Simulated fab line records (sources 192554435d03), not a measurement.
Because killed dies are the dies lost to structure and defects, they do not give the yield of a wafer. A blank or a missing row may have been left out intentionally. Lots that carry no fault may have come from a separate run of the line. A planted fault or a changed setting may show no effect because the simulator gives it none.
Problem report in the 8D (eight disciplines) form, filled by code ; flow n5-finfet ; the parts of the form that need people (team, actions taken, sign-off) are left out

1. THE PROBLEM
run-length-s at N5_BEOL_M7_VIA_ETCH_34 reads a mean of 91.1 s on 2 wafers of 2 lots; wafers without a fault read 73.9 s with a standard deviation of 0.48. That puts it +36 standard deviations away from the usual mean.
The step: etches SiCOH lowk in C4F6/O2, target depth 125.5 nm, time 50.5 s.
Seen first at day 14 22:23 on rie-diel-04, wafer L637.1. Wafers with a number at this step in the record: 29, from 10 lots. Rule for "out" (also "out of limits"): further than 4 standard deviations from the usual mean. All remaining wafers that have a number are taken as sound.

2. WHAT IT IS AND WHAT IT IS NOT
question;is;is not
which readings at this step;run-length-s;drypump-motor-current-A, oes_f_703_au, oes-product-au, rf-vpp-V, showerhead-plenum-p-Torr, throttle-valve-pct
which lots;L637, L638;L622, L624, L627, L628, L629, L640, L641, L642
which wafers of those lots;L637.1, L638.6;L637.2, L637.5, L638.2
read on which tools;rie-diel-04;rie-diel-05, rie-diel-06
when;from day 14 22:23;"up to then (20 sound wafers); but 7 sound wafers of L638, L641, L642 came after"

3. SUSPECTS, AND WHAT RULES EACH OUT
Counting: a tool at a process step up to the reading stays a suspect if it ran every lot that is out. Sound lots after the first of them don't rule it out here, since some wafers of a struck lot are sound.
- rie-diel-04 at N5_BEOL_M7_VIA_ETCH_34 (etches SiCOH lowk in C4F6/O2, target depth 125.5 nm, time 50.5 s): kept. It ran every lot that is out, first L637 (day 14 22:23); its last sound lot up to then is L627 (day 12 06:50). On those wafers its own readings are out: run-length-s.
Left after counting: rie-diel-04 at N5_BEOL_M7_VIA_ETCH_34.

4. THE CAUSE (what the simulator had put in)
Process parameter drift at N5_BEOL_M7_VIA_ETCH_34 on rie-diel-04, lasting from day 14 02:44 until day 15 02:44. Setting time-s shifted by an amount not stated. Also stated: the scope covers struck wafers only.
This tool alone remained once counting was done.

5. SEQUENCE OF EFFECTS, ordered by route
Each row: a reading where the mean over the struck wafers with a number is more than 3 standard deviations away from the usual. Only readings for which the record gives a usual standard deviation are gone through. hours: the time from each lot's start at the first step in this table that gives one to its start at this step, as a median over the lots. sigmas: the change in usual standard deviations.
hours;step;reading;usual;on struck wafers;change;sigmas
0;N5_BEOL_M7_VIA_ETCH_34;run-length-s;73.9 s;91.1;+17.2;+36
Its process steps:
- N5_BEOL_M7_VIA_ETCH_34: etches SiCOH lowk in C4F6/O2, target depth 125.5 nm, time 50.5 s.

6. WHAT WOULD HAVE CAUGHT IT SOONER
First out-of-limits reading in this record: day 14 22:23, which is 20 hours after fault onset at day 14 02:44.
